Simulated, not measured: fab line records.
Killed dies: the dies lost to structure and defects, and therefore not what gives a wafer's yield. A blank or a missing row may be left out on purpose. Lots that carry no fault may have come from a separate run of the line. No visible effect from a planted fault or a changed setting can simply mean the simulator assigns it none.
fab line records + flow n5Finfet
record:
- lots: 4
- wafers: 12
- lastDay: 19
route steps=1938 shown BEOL_M15@1788 PASSIVATION@1936
lots untouched by any fault: they come from a run of this same line in which no faults occurred
startH: hours from the record's opening day to when the first of the lot's shown wafers began + waitH: hours since the lot's step before + " unchanged from the row above + L1.1+2: a single row standing in for several wafers + - no value, or no start was given + * or withheld: withheld + < > ~ a bound
route shown NAME@n: a module of which the file shows steps, and the number in the route of the first + usual: mean/standard deviation taken from wafers without a fault + same: alike in all rows + chamber/n: place in a boat + sites: readings site by site + _std_site: the standard deviation of these + _edge_site: outer sites' mean less inner sites' + radiusMm: for every site, how far away it sits from the centre of the wafer + mask NAME#n: copy n + behind: the last tool/chamber to shape the wafer + hold: what put the lot on hold/how long, in hours/how the hold closed + device: which transistor (n, p or np) failed to switch + end of line: tests of these same wafers at the route's end + a step given without rows: its recipe and nothing more + killed: the dies lost at the first sort to structure and to defects; this is not the yield of the wafer + map: the dies of a wafer, with x for killed, . for not killed, _ for no die there
set.NAME: the setting as run; set.NAME@STEP: as run at that earlier step + model.NAME: the simulator's own value behind a step, which no gauge read
certain route steps with their lots: each step a table, each wafer a row
services: a tool's chamber out of use, with start hour (startH, from the record's first day; less than 0 if before it), hours out, and reason
== steps ==
step: N5_BEOL_M15_VIA_ETCH_16
recipe:
- chemistry: C4F8/O2/Ar
- target: SiO2
- heInnerTorr: 15
- heOuterTorr: 30
- targetDepthA: 17922
- timeS: withheld
- ionEnergyEv: 800
- pressureMtorr: 20
- sourceW: 1905
- biasW: 2040
- Ar_flow_sccm: 400
- C4F8_flow_sccm: 16
- O2_flow_sccm: 12
- ends: cleared
step: N5_BEOL_M15_STRIP_63
recipe:
- chemistry: O2
- powerW: 600
- tempC: 60
- pressureMtorr: 30
- rfFrequencyHz: 6e+07
- biasPowerW: 0
- overashFraction: 0.3
- o2FlowSccm: 225
step: N5_BEOL_M15_STRIP_64
recipe:
- chemistry: O2
- powerW: 600
- tempC: 60
- pressureMtorr: 30
- rfFrequencyHz: 6e+07
- biasPowerW: 0
- overashFraction: 0.3
- o2FlowSccm: 225
step: N5_BEOL_M15_STRIP_65
recipe:
- chemistry: postEtchResidueRemover
- timeS: 60
- tempC: 25
- removerPh: withheld
- removerWaterWtPct: withheld
- removerFluorideWtPct: withheld
step: N5_BEOL_M15_SRD_66
recipe:
- timeS: 30
- tempC: 23
- rinseLiquid: diw
- dry: n2Spin
- spinRpm: 1500
- dryTimeS: 30
step: N5_BEOL_M15_COAT_56
recipe:
- resist: SOC
- tempC: 250
- timeS: 60
- spinRpm: 1500
- resistThkNm: 550
step: N5_BEOL_M15_ETCH_57
recipe:
- chemistry: N2/H2
- target: SOC
- sourceW: 3000
- biasW: 350
- timeS: 750
- ionEnergyEv: 200
- pressureMtorr: 30
- n2FlowSccm: 200
- h2FlowSccm: 200
step: N5_BEOL_M15_COAT_60
recipe:
- resist: BARC
- tempC: 205
- timeS: 60
- spinRpm: 1500
- resistThkNm: 89
step: N5_BEOL_M15_COAT_22
recipe:
- spinRpm: 1704
- resistThkNm: 800
step: N5_BEOL_M15_EBR_24
recipe:
- solvent: PGMEA
- ebrWidthMm: 1.5
step: N5_BEOL_M15_SOFTBAKE_23
recipe:
- tempC: 130
- timeS: 60
step: N5_BEOL_M15_EXPOSE_25
recipe:
- maskId: M15
- na: 0.8
- sourceShape: annular
- sigmaInner: 0.5
- sigmaOuter: 0.8
- polarization: unpolarized
- targetCdNm: 400
- doseMj: 35.5
usual:
- exposureDoseMJCm2: 35.47/0.037
same:
- sigmaOuter: 0.8
| lot.wafer | tool          | chamber | startH | waitH | mask  | exposureDoseMJCm2 |
|-----------|---------------|---------|--------|-------|-------|-------------------|
| L478.2    | krfScanner-01 | 0       | 274.35 | -     | M15#0 | 35.47             |
| L478.3    | "             | 0       | "      | "     | M15#0 | 35.47             |
| L478.5    | "             | 0       | "      | "     | M15#0 | 35.49             |
| L494.1    | krfScanner-01 | 0       | 374.17 | -     | M15#0 | 36.24             |
| L494.2    | "             | 0       | "      | "     | M15#0 | 36.21             |
| L494.4    | "             | 0       | "      | "     | M15#0 | 36.23             |
| L495.1    | krfScanner-01 | 0       | 386.19 | -     | M15#0 | 36.08             |
| L495.5    | "             | 0       | "      | "     | M15#0 | 36.10             |
| L495.6    | "             | 0       | "      | "     | M15#0 | 36.12             |
| L499.1    | krfScanner-02 | 0       | 422.79 | -     | M15#0 | 35.44             |
| L499.2    | "             | 0       | "      | "     | M15#0 | 35.44             |
| L499.6    | "             | 0       | "      | "     | M15#0 | 35.42             |
step: N5_BEOL_M15_PEB_26
recipe:
- pebTempC: 130
- pebTimeS: 90
step: N5_BEOL_M15_DEVELOP_27
recipe:
- developTimeS: 45
- rinseLiquid: diw
- dry: airSpin
- devTempC: 21
step: N5_BEOL_M15_HARDBAKE_32
recipe:
- tempC: 130
- timeS: 120
step: N5_BEOL_M15_DESCUM_33
recipe:
- chemistry: O2
- timeS: 7.9
- sourcePowerW: 50
- biasPowerW: 20
- pressureMtorr: 20
- rfFrequencyHz: 2.712e+07
- tempC: 40
- o2FlowSccm: 225
usual:
- drypumpMotorCurrentA: 5.6/0.54
- oesProductAu: 0.79/0.075
- rfVppV: 243.2/1.4
- showerheadPlenumPTorr: 2.11/0.078
- throttleValvePct: 20.56/0.23
| lot.wafer | tool       | chamber | startH | waitH | drypumpMotorCurrentA | oesProductAu | rfHoursCounterH | rfVppV | showerheadPlenumPTorr | throttleValvePct | model.BEOL_M15.cdNm |
|-----------|------------|---------|--------|-------|----------------------|--------------|-----------------|--------|-----------------------|------------------|---------------------|
| L478.2    | rieDiel-04 | 2       | 274.63 | 0.1   | 5.1                  | 0.69         | 218             | 241.8  | 1.98                  | 20.49            | 407.4               |
| L478.3    | "          | 3       | "      | "     | 4.9                  | 0.74         | 191             | 243.6  | 2.14                  | 20.51            | 405.4               |
| L478.5    | "          | 0       | "      | "     | 5.3                  | 0.72         | -               | 242.5  | 2.08                  | 20.27            | 406.6               |
| L494.1    | rieDiel-05 | 3       | 374.43 | 0.0   | 6.1                  | 0.82         | 85              | 241.8  | 2.04                  | 20.30            | 412.2               |
| L494.2    | "          | 0       | "      | "     | 5.8                  | 0.79         | 120             | 244.3  | 2.21                  | 20.54            | 410.4               |
| L494.4    | "          | 1       | "      | "     | 5.6                  | 0.78         | 110             | 244.4  | 2.21                  | 20.70            | 412.2               |
| L495.1    | rieDiel-05 | 1       | 386.45 | 0.0   | 5.6                  | 0.77         | 113             | 244.0  | 2.20                  | 20.70            | 409.6               |
| L495.5    | "          | 1       | "      | "     | 5.6                  | 0.77         | -               | 245.4  | 2.20                  | 20.69            | 411.2               |
| L495.6    | "          | 2       | "      | "     | 5.0                  | 0.85         | -               | 244.8  | 2.21                  | 20.62            | 412.2               |
| L499.1    | rieDiel-05 | 3       | 423.28 | 0.3   | 6.1                  | 0.81         | 99              | 243.1  | 2.03                  | 20.32            | 407.4               |
| L499.2    | "          | 1       | "      | "     | 5.6                  | 0.77         | 124             | 243.6  | 2.20                  | 20.71            | 409                 |
| L499.6    | "          | 2       | "      | "     | 5.0                  | 0.84         | -               | 244.6  | 2.21                  | 20.64            | 408.2               |
step: N5_BEOL_M15_ETCH_61
recipe:
- chemistry: N2/H2
- target: BARC
- targetDepthA: 890
- overetchA: 267
- timeS: 67.9
- ionEnergyEv: 200
- pressureMtorr: 30
- sourceW: 840
- biasW: 150
- n2FlowSccm: 200
- h2FlowSccm: 200
step: N5_BEOL_M15_TRENCH_ETCH_34
recipe:
- chemistry: C4F8/O2/Ar
- target: SiO2
- targetDepthA: 8729.3
- heInnerTorr: 15
- heOuterTorr: 30
- timeS: 199
- ionEnergyEv: 800
- pressureMtorr: 20
- sourceW: 1905
- biasW: 2040
- Ar_flow_sccm: 400
- C4F8_flow_sccm: 16
- O2_flow_sccm: 12
step: N5_BEOL_M15_STRIP_36
recipe:
- chemistry: O2
- powerW: 600
- tempC: 60
- pressureMtorr: 30
- rfFrequencyHz: 6e+07
- biasPowerW: 0
- overashFraction: 0.3
- o2FlowSccm: 225
step: N5_BEOL_M15_STRIP_62
recipe:
- chemistry: O2
- powerW: 600
- tempC: 60
- pressureMtorr: 30
- rfFrequencyHz: 6e+07
- biasPowerW: 0
- overashFraction: 0.3
- o2FlowSccm: 225
step: N5_BEOL_M15_STRIP_37
recipe:
- chemistry: O2
- powerW: 600
- tempC: 60
- pressureMtorr: 30
- rfFrequencyHz: 6e+07
- biasPowerW: 0
- overashFraction: 0.3
- o2FlowSccm: 225
step: N5_BEOL_M15_ETCH_38
recipe:
- chemistry: CF4/N2
- target: SiCN
- targetDepthA: 1064
- taperDeg: 2
- timeS: 120.5
- ionEnergyEv: 150
- maskMaterial: SiO2
- pressureMtorr: 40
- sourceW: 430
- biasW: 70
- Ar_flow_sccm: 100
- cf4FlowSccm: 60
- n2FlowSccm: 60
usual:
- drypumpMotorCurrentA: 5.5/0.54
- oesProductAu: 0.76/0.087
- rfVppV: 382.4/1.9
- showerheadPlenumPTorr: 2.21/0.072
- throttleValvePct: 15.55/0.25
| lot.wafer | tool       | chamber | startH | waitH | drypumpMotorCurrentA | oesProductAu | rfHoursCounterH | rfVppV | showerheadPlenumPTorr | throttleValvePct | model.BEOL_M15.cdNm |
|-----------|------------|---------|--------|-------|----------------------|--------------|-----------------|--------|-----------------------|------------------|---------------------|
| L478.2    | rieDiel-04 | 1       | -      | -     | 4.9                  | 0.72         | 183             | 384.9  | 2.28                  | 15.86            | 400.2               |
| L478.3    | "          | 3       | "      | "     | 4.9                  | 0.72         | 191             | 384.2  | 2.27                  | 15.62            | 397.4               |
| L478.5    | "          | 2       | "      | "     | 5.1                  | 0.70         | -               | 378.9  | 2.10                  | 15.57            | 398                 |
| L494.1    | rieDiel-04 | 1       | -      | -     | 4.9                  | 0.69         | 214             | 384.8  | 2.27                  | 15.91            | 404.8               |
| L494.2    | "          | 3       | "      | "     | 4.9                  | 0.70         | 218             | 384.9  | 2.26                  | 15.66            | 403.6               |
| L494.4    | "          | 0       | "      | "     | 5.3                  | 0.68         | -               | 383.0  | 2.19                  | 15.38            | 405.6               |
| L495.1    | rieDiel-04 | 0       | -      | -     | 5.3                  | 0.68         | 216             | 382.6  | 2.19                  | 15.39            | 402                 |
| L495.5    | "          | 3       | "      | "     | 4.9                  | 0.70         | -               | 383.5  | 2.26                  | 15.68            | 404                 |
| L495.6    | "          | 1       | "      | "     | 4.9                  | 0.69         | -               | 383.2  | 2.27                  | 15.96            | 404.8               |
| L499.1    | rieDiel-04 | 2       | -      | -     | 5.1                  | 0.97         | 9               | 386.0  | 2.35                  | 15.18            | 398.4               |
| L499.2    | "          | 0       | "      | "     | 5.3                  | 0.68         | 229             | 381.0  | 2.18                  | 15.41            | 400.4               |
| L499.6    | "          | 1       | "      | "     | 4.9                  | 0.68         | -               | 382.4  | 2.27                  | 15.96            | 400.6               |
step: N5_BEOL_M15_PRECLEAN_39
recipe:
- chemistry: residueRemover
- timeS: 60
- tempC: 40
step: N5_PASSIVATION_PROBE_49
usual:
- defectLimitedYield: 91.4/1.5
- killed_at_M0_to_M3: 35/12
- killed_at_M4_up: 13/5.8
- killedAtContacts: 12/5.5
- killedAtFrontEnd: 36/9.9
- killedAtOther: 4/3.7
- killedDies: 101/18
- killedOpen: 66/13
- killedShort: 33/8
- sort_bin_5_function: 5.0/1
- sort_bin_6_memory: 3.2/0.67
- sort_bin_8_speed: 0.00/0.0099
- sortNPass: 1079/18
- sortYieldPct: 91.4/1.5
same:
- grossDies: 1180
- killedAtBackSide: 0
- sort_bin_4_leakage[%]: 0
| lot.wafer | tool      | chamber | startH | waitH | defectLimitedYield[%] | killed_at_M0_to_M3 | killed_at_M4_up | killedAtContacts | killedAtFrontEnd | killedAtOther | killedDies | killedOpen | killedShort | sort_bin_5_function[%] | sort_bin_6_memory[%] | sort_bin_8_speed[%] | sortNPass | sortYieldPct[%] |
|-----------|-----------|---------|--------|-------|-----------------------|--------------------|-----------------|------------------|------------------|---------------|------------|------------|-------------|------------------------|----------------------|---------------------|-----------|-----------------|
| L478.2    | prober-01 | -       | 290.79 | 0.1   | 91.8                  | 13                 | 6               | 13               | 60               | 5             | 97         | 71         | 26          | 4.9                    | 3.1                  | 0                   | 1083      | 91.8            |
| L478.3    | prober-01 | -       | 290.84 | 0.1   | 90.8                  | 35                 | 9               | 16               | 42               | 6             | 108        | 71         | 29          | 4.7                    | 3.5                  | 0                   | 1072      | 90.8            |
| L478.5    | prober-01 | -       | 290.94 | 0.2   | 92.1                  | 24                 | 18              | 11               | 35               | 5             | 93         | 62         | 31          | 5.0                    | 2.7                  | 0                   | 1087      | 92.1            |
killed by level:class
L478.2 FIN_SAQP:geometricParticle:open=25 MOL_CONTACT_COAG:geometricParticle:open=9 FIN_SAQP:geometricParticle:short=8 STI_FIN_REVEAL:geometricParticle:open=5 DUMMY_GATE:geometricParticle:open=5 BEOL_M3:geometricParticle:open=5 MOL_CONTACT_COAG:geometricParticle:short=4 GATE_CUT:geometricParticle:open=4
L478.3 MOL_CONTACT_COAG:geometricParticle:open=14 BEOL_M0_SAQP:geometricParticle:open=12 BEOL_M0_SAQP:geometricParticle:short=9 HKMG_FIN:areaEtch=8 FIN_SAQP:geometricParticle:short=6 FIN_SAQP:geometricParticle:open=6 STI_FIN_REVEAL:geometricParticle:open=5 BEOL_M2:geometricParticle:open=5
L478.5 FIN_SAQP:geometricParticle:open=11 MOL_CONTACT_COAG:geometricParticle:open=11 FIN_SAQP:geometricParticle:short=9 BEOL_M4:geometricParticle:open=7 BEOL_M0_SAQP:geometricParticle:short=6 BEOL_M0_SAQP:geometricParticle:open=6 STI_FIN_REVEAL:geometricParticle:open=5 DUMMY_GATE:geometricParticle:open=4
== services ==
| tool          | chamber | startH | hours | kind                         |
|---------------|---------|--------|-------|------------------------------|
| rieDiel-05    | 3       | 251.62 | 3.5   | repair                       |
| krfScanner-01 | -       | 279.65 | 1.0   | pm                           |
| krfScanner-01 | -       | 287.93 | 2.7   | repair                       |
| krfScanner-02 | -       | 299.29 | 0.8   | pm                           |
| rieDiel-04    | 3       | 309.13 | 11.7  | repair                       |
| rieDiel-04    | 1       | 326.22 | 4.5   | repair                       |
| krfScanner-01 | 0       | 356.39 | -     | calibration                  |
| rieDiel-04    | 3       | 358.52 | 5.5   | repair                       |
| krfScanner-02 | -       | 359.67 | 3.6   | pm                           |
| rieDiel-04    | 2       | 371.62 | -     | clean                        |
| rieDiel-04    | 2       | 371.62 | -     | consumableReplace:focusRing  |
| rieDiel-04    | 2       | 371.62 | -     | consumableReplace:showerhead |
| rieDiel-04    | 2       | 371.62 | 24.5  | scheduledDown                |
| rieDiel-04    | 2       | 371.62 | 24.5  | ventCycle                    |
| krfScanner-02 | 0       | 375.92 | -     | calibration                  |
| krfScanner-01 | -       | 383.21 | 1.3   | pm                           |
| krfScanner-01 | -       | 398.44 | 4.0   | pm                           |
| krfScanner-02 | -       | 402.46 | 1.0   | pm                           |
| krfScanner-02 | -       | 403.46 | 4.0   | pm                           |
| krfScanner-02 | -       | 407.48 | 1.3   | pm                           |
== key ==
firstSign:
- step: N5_BEOL_M15_EXPOSE_25
- reading: exposureDoseMJCm2
- direction: up
- sigmas: 19
- usual: 35.47
- struck: 36.16
effect none on later readings
modelEffect:
- step: N5_BEOL_M15_DESCUM_33
- value: BEOL_M15.cdNm
- without: 408.4
- struck: 411.3
modelEffect:
- step: N5_BEOL_M15_ETCH_38
- value: BEOL_M15.cdNm
- without: 401.3
- struck: 404.1
metAt N5_BEOL_M15_EXPOSE_25
struckWafers L494.1,L494.2,L494.4,L495.1,L495.5,L495.6
loopTrim:
- step: N5_BEOL_M15_EXPOSE_25
- setting: dose
- lots: L495
onsetBetween 274.35 374.17
fault:
- kind: processParameterDrift
- tool: krfScanner-01
- chamber: -
- onsetH: 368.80
- steps: N5_BEOL_M15_EXPOSE_25
- channel: doseMj
- offset: 0.73374
- shape: step
- actsIn: theseRecipesOnly
- stated: 35.5
loopTrim: a control loop set the setting to another value than it would have without faults
